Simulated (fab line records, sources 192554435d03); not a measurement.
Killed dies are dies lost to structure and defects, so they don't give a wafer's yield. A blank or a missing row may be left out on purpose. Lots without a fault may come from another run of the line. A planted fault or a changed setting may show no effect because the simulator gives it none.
A struck lot beside a sound one | flow n5_finfet | 17 steps out of a route of 1938
Sound: wafers L835.1, L835.2, L835.3. Struck: wafer L826.4. (L826.1 of the same lot was not struck and is left out.) The cause comes at the end.
At each step with rows: each side's tool, then ch and its chambers, then its first start. Under that, the readings that differ: sound wafers | struck wafers | difference of the means | sigmas: that difference in standard deviations of wafers without a fault.
alike: readings whose means differ by less than 2 such deviations, and words and numbers that are the same on both sides. not compared: withheld readings, readings that some wafer has no value for, bounds like >300 that may hide the same value, and numbers for which the record gives no deviation and whose values overlap.
The two part at a step that has a row with sigmas, a row that says differs or no value, or rows on one side only. Numbers that don't overlap but have no deviation are shown without sigmas and don't part them. A reading that every wafer of one side lacks parts them only if that side has two wafers or more.

first, 9 steps without rows for these wafers: N5_HKMG_FIN_SOFTBAKE_44 (time 60 s); N5_HKMG_FIN_EXPOSE_46 (exposes mask NDIPOLE); N5_HKMG_FIN_PEB_47 (peb time 60 s); N5_HKMG_FIN_DEVELOP_48 (develop time 30 s); N5_HKMG_FIN_DESCUM_53 (chemistry O2, time 7.9 s); N5_HKMG_FIN_ETCH_54 (etches SiARC in CF4, target depth 45.5 nm, time 75.8 s); N5_HKMG_FIN_ETCH_55 (etches SOC in N2/H2, target depth 240 nm, time 300 s); N5_HKMG_FIN_STRIP_56 (strips in N2/H2); N5_HKMG_FIN_STRIP_57 (strips in CF4).
N5_HKMG_FIN_ETCH_58: etches SOC in N2/H2, target depth 215.8 nm, time 741 s.
  sound on rie_diel-05 ch 1,2,3, day 9 05:26; struck on rie_diel-01 ch 3, day 7 01:31
  reading                                   | sound             | struck | difference | sigmas
  model.HKMG_FIN.feature_depth_nm (nm)      | 233.4 220.2 232.6 | 317.8  | +89.1      |
  model.etch.depth_nm (nm)                  | 233.4 220.2 232.6 | 317.7  | +89.0      |
  model.SOC_of_HKMG_FIN_COAT_41.thk_nm (nm) | 67.4 79.4 66.8    | 0      | -71        |
  alike: drypump_motor_current_A, oes_product_au, rf_vpp_V, showerhead_plenum_p_Torr, throttle_valve_pct
  not compared: rf_hours_counter_h
N5_HKMG_FIN_STRIP_93: strips SOC in N2/H2, time 20 s.
  sound on rie_diel-05 ch 1,2,3, day 9 05:51; struck on rie_diel-01 ch 3, day 7 01:56
  reading                                    | sound          | struck | difference | sigmas
  oes_product_au (a.u.)                      | 0.95 0.88 0.95 | 0.66   | -0.27      | -3
  model.SOC_of_HKMG_FIN_COAT_41.thk_nm (nm)  | 56.4 69 56     | 0      | -60        |
  model.Al2O3_of_HKMG_FIN_ALD_75.thk_nm (nm) | 1 1 1          | 0.4    | -0.6       |
  alike: drypump_motor_current_A, rf_vpp_V, showerhead_plenum_p_Torr, throttle_valve_pct
  not compared: rf_hours_counter_h
then, 2 steps without rows for these wafers: N5_HKMG_FIN_WET_ETCH_76 (etches Al2O3 in dNH4OH, stops on La2O3, target depth 2.25 nm, rinse time 30 s); N5_HKMG_FIN_STRIP_60 (strips in N2/H2, time 360 s).
N5_HKMG_FIN_WET_ETCH_77: etches La2O3 in dHCl, stops on HfO2, target depth 2 nm.
  sound on wet_bench-01 ch 1,6,7, day 9 06:24; struck on wet_bench-05 ch 4, day 7 02:28
  reading                                    | sound | struck | difference | sigmas
  model.Al2O3_of_HKMG_FIN_ALD_75.thk_nm (nm) | 1 1 1 | 0.4    | -0.6       |
then, 1 step without rows for these wafers: N5_HKMG_FIN_WET_ETCH_78 (etches Al2O3 in dNH4OH, stops on La2O3, target depth 4.5 nm, rinse time 30 s).
-- the record jumps here: 4 days lie between the struck wafers' starts before and after (it left off in module HKMG_FIN and takes up again in module BEOL_M4, whose first step shown is number 1111 of the route) --
N5_BEOL_M4_RC_MEAS_101:
  sound on prober-01 ch 0, day 13 14:53; struck on prober-02 ch 0, day 11 11:13
  reading       | sound          | struck | difference | sigmas
  SS_P (mV/dec) | 73.1 74.3 75.0 | 72.2   | -1.9       | -3
  alike: DIBL_N, DIBL_P, IOFF_N, IOFF_P, ION_N, ION_P, SS_N, VT_N, VT_P
then, 1 step without rows for these wafers: N5_PASSIVATION_PROBE_49.

WHERE THEY PART
First at N5_HKMG_FIN_STRIP_93; last, within this record, at N5_BEOL_M4_RC_MEAS_101.

WHY: what the simulator had put in
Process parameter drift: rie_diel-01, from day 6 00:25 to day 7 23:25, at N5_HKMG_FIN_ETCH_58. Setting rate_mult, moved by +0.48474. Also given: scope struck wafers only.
